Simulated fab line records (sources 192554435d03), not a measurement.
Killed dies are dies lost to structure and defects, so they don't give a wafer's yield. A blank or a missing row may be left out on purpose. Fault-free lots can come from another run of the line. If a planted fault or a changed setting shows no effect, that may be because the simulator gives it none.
Matching of chambers / flow n5Finfet / N5_SD_EPI_P_ETCH_36 on rieDiel-02: 4 sister chambers
The step etches SiARC in CF4, target depth 45.5 nm, time 75.8 s. 14 wafers are shown with their chamber, then 7 later ones without.

== WAFERS, EACH WITH ITS CHAMBER ==
wafer=L075.3; chamber=3; drypumpMotorCurrentA (A)=5.7; throttleValvePct (%)=15.66; showerheadPlenumPTorr (Torr)=2.27
wafer=L075.4; chamber=1; drypumpMotorCurrentA (A)=5.9; throttleValvePct (%)=15.74; showerheadPlenumPTorr (Torr)=2.14
wafer=L075.6; chamber=3; drypumpMotorCurrentA (A)=5.7; throttleValvePct (%)=15.66; showerheadPlenumPTorr (Torr)=2.27
wafer=L079.2; chamber=1; drypumpMotorCurrentA (A)=6.0; throttleValvePct (%)=15.76; showerheadPlenumPTorr (Torr)=2.14
wafer=L079.3; chamber=3; drypumpMotorCurrentA (A)=5.7; throttleValvePct (%)=15.70; showerheadPlenumPTorr (Torr)=2.26
wafer=L079.6; chamber=1; drypumpMotorCurrentA (A)=6.0; throttleValvePct (%)=15.75; showerheadPlenumPTorr (Torr)=2.14
wafer=L086.1; chamber=0; drypumpMotorCurrentA (A)=4.7; throttleValvePct (%)=15.98; showerheadPlenumPTorr (Torr)=2.14
wafer=L086.3; chamber=0; drypumpMotorCurrentA (A)=4.8; throttleValvePct (%)=16.01; showerheadPlenumPTorr (Torr)=2.14
wafer=L086.4; chamber=1; drypumpMotorCurrentA (A)=6.0; throttleValvePct (%)=15.77; showerheadPlenumPTorr (Torr)=2.13
wafer=L089.2; chamber=2; drypumpMotorCurrentA (A)=5.8; throttleValvePct (%)=15.15; showerheadPlenumPTorr (Torr)=2.11
wafer=L089.3; chamber=3; drypumpMotorCurrentA (A)=5.7; throttleValvePct (%)=15.73; showerheadPlenumPTorr (Torr)=2.26
wafer=L089.5; chamber=2; drypumpMotorCurrentA (A)=5.8; throttleValvePct (%)=15.14; showerheadPlenumPTorr (Torr)=2.11
wafer=L093.3; chamber=0; drypumpMotorCurrentA (A)=4.7; throttleValvePct (%)=16.02; showerheadPlenumPTorr (Torr)=2.14
wafer=L093.4; chamber=2; drypumpMotorCurrentA (A)=5.8; throttleValvePct (%)=15.17; showerheadPlenumPTorr (Torr)=2.10

SIGNATURES, as means of the wafers listed above
reading=drypumpMotorCurrentA; chamber 0=4.733; chamber 1=5.975; chamber 2=5.800; chamber 3=5.700; scatter within a chamber=0.0376
reading=throttleValvePct; chamber 0=16.0033; chamber 1=15.7550; chamber 2=15.1533; chamber 3=15.6875; scatter within a chamber=0.023
reading=showerheadPlenumPTorr; chamber 0=2.1400; chamber 1=2.1375; chamber 2=2.1067; chamber 3=2.2650; scatter within a chamber=0.00492
Rule: a wafer lies at a distance from a chamber equal to the root of the sum of squares, over the readings, of (its reading less the chamber's mean, divided by the reading's scatter). If the next closest chamber is less than 2 further off than the closest, the wafer can't be placed; otherwise it belongs to the closest. How the scatter is found: for the shown wafers, subtract from each reading the mean of its chamber, square and add these, divide the total by (wafers less chambers), then take the root.

== WAFERS WHOSE CHAMBER IS MISSING ==
wafer=L093.6; drypumpMotorCurrentA (A)=6.0; throttleValvePct (%)=15.80; showerheadPlenumPTorr (Torr)=2.13
wafer=L095.1; drypumpMotorCurrentA (A)=5.7; throttleValvePct (%)=15.74; showerheadPlenumPTorr (Torr)=2.25
wafer=L095.4; drypumpMotorCurrentA (A)=4.8; throttleValvePct (%)=16.03; showerheadPlenumPTorr (Torr)=2.14
wafer=L095.6; drypumpMotorCurrentA (A)=4.8; throttleValvePct (%)=16.03; showerheadPlenumPTorr (Torr)=2.14
wafer=L097.1; drypumpMotorCurrentA (A)=5.7; throttleValvePct (%)=15.73; showerheadPlenumPTorr (Torr)=2.25
wafer=L097.3; drypumpMotorCurrentA (A)=6.0; throttleValvePct (%)=15.81; showerheadPlenumPTorr (Torr)=2.13
wafer=L097.6; drypumpMotorCurrentA (A)=5.7; throttleValvePct (%)=15.72; showerheadPlenumPTorr (Torr)=2.25

== CHAMBER TAKEN BY EACH ==
wafer=L093.6; from the rows above=1; in truth=1
wafer=L095.1; from the rows above=3; in truth=3
wafer=L095.4; from the rows above=0; in truth=0
wafer=L095.6; from the rows above=0; in truth=0
wafer=L097.1; from the rows above=3; in truth=3
wafer=L097.3; from the rows above=1; in truth=1
wafer=L097.6; from the rows above=3; in truth=3
Correct placement for 7 of the 7. Not placeable from these rows: 0. 0 placed wrongly.
